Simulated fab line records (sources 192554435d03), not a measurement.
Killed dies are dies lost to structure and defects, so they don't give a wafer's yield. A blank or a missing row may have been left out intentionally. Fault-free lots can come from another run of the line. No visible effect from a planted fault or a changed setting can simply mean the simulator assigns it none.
Problem report in the 8D (eight disciplines) form, filled by code / flow n5-finfet / the parts of the form that need people (team, actions taken, sign-off) are left out

== 1. THE ISSUE ==
Wafers without a fault read 195.2 s, standard deviation 0.69; run-length-s at N5_PASSIVATION_PECVD_35 reads a mean of 177.8 s on 4 wafers belonging to 2 lots. That puts it -25 standard deviations away from the usual mean.
The step: deposits SiNx from SiH4/NH3/N2, target thk 700 nm, time 151.3 s.
Earliest sighting: wafer L670.1 on pecvd-01 at day 14 13:44. The record has a number at this step for 18 wafers belonging to 6 lots. Rule for "out" (also "out of limits"): further than 4 standard deviations from the usual mean. The rest of the wafers with a number are treated as sound.

== 2. WHAT IT IS, WHAT IT ISN'T ==
question=which readings at this step | is=run-length-s | is not=heater-power-outer-w, heater-power-w, showerhead-plenum-p-Torr, showerhead-vpp-V, throttle-valve-pct
question=which lots | is=L670, L671 | is not=L666, L667, L682, L685
question=which wafers of those lots | is=L670.1, L670.3, L671.1, L671.3 | is not=L670.4, L671.6
question=read on which tools | is=pecvd-01 | is not=pecvd-04
question=when | is=from day 14 13:44 | is not=up to then (7 sound wafers); but 7 sound wafers of L671, L682, L685 came after

== 3. WHAT RULES OUT EACH SUSPECT ==
Counting: if a tool at a process step up to the reading ran every lot that is out, it stays a suspect. Sound lots after the first of them don't rule it out here, since some wafers of a struck lot are sound.
- rie-metal-01 at N5_PASSIVATION_AL_ETCH_33 (etches Al in Cl2/BCl3, stops on TaN, target depth 2800 nm, time 466.7 s): kept. It ran every lot that is out, first L670 (day 14 12:35).
- rie-metal-01 at N5_PASSIVATION_ETCH_59 (etches TaN in Cl2/BCl3, target depth 65 nm, time 34.9 s): kept. It ran every lot that is out, first L670 (day 14 12:59).
- pecvd-01 at N5_PASSIVATION_PECVD_35 (deposits SiNx from SiH4/NH3/N2, target thk 700 nm, time 151.3 s): kept. It ran every lot that is out, first L670 (day 14 13:44); its last sound lot up to then is L666 (day 12 22:35). Its own readings are out on those wafers: run-length-s.
- Within pecvd-01 at N5_PASSIVATION_PECVD_35: the wafers that are out ran in chambers 0, 1; their sound lot-mates ran in chamber 2.
Still standing after the count: rie-metal-01 at N5_PASSIVATION_AL_ETCH_33, rie-metal-01 at N5_PASSIVATION_ETCH_59, pecvd-01 at N5_PASSIVATION_PECVD_35.

== 4. THE CAUSE (what the simulator had put in) ==
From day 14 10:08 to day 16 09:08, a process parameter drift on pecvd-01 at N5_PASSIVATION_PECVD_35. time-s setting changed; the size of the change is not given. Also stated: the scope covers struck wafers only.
Counting leaves 3 suspects; this tool is one of them.

== 5. THE EFFECT CHAIN, in route order ==
Each row: a reading whose mean over the struck wafers that have a number lies more than 3 standard deviations from the usual. Only readings for which the record gives a usual standard deviation are gone through. hours: the time from each lot's start at the first step in this table that gives one to its start at this step, as a median over the lots. sigmas: the change in usual standard deviations.
hours=0; step=N5_PASSIVATION_PECVD_35; reading=run-length-s; usual=195.2 s; on struck wafers=177.8; change=-17.4; sigmas=-25
Its process steps:
- N5_PASSIVATION_PECVD_35: deposits SiNx from SiH4/NH3/N2, target thk 700 nm, time 151.3 s.
Later steps that measure or inspect, where all struck wafers having a row at the step show a number for every such reading and not one has moved that far: N5_PASSIVATION_CD_MEAS_44, N5_PASSIVATION_OVL_MEAS_66, N5_PASSIVATION_INSPECT_67.

== 6. HOW IT WOULD HAVE BEEN CAUGHT EARLIER ==
4 hours passed between the start of the fault at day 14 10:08 and the first reading out of limits in this record, taken at day 14 13:44.
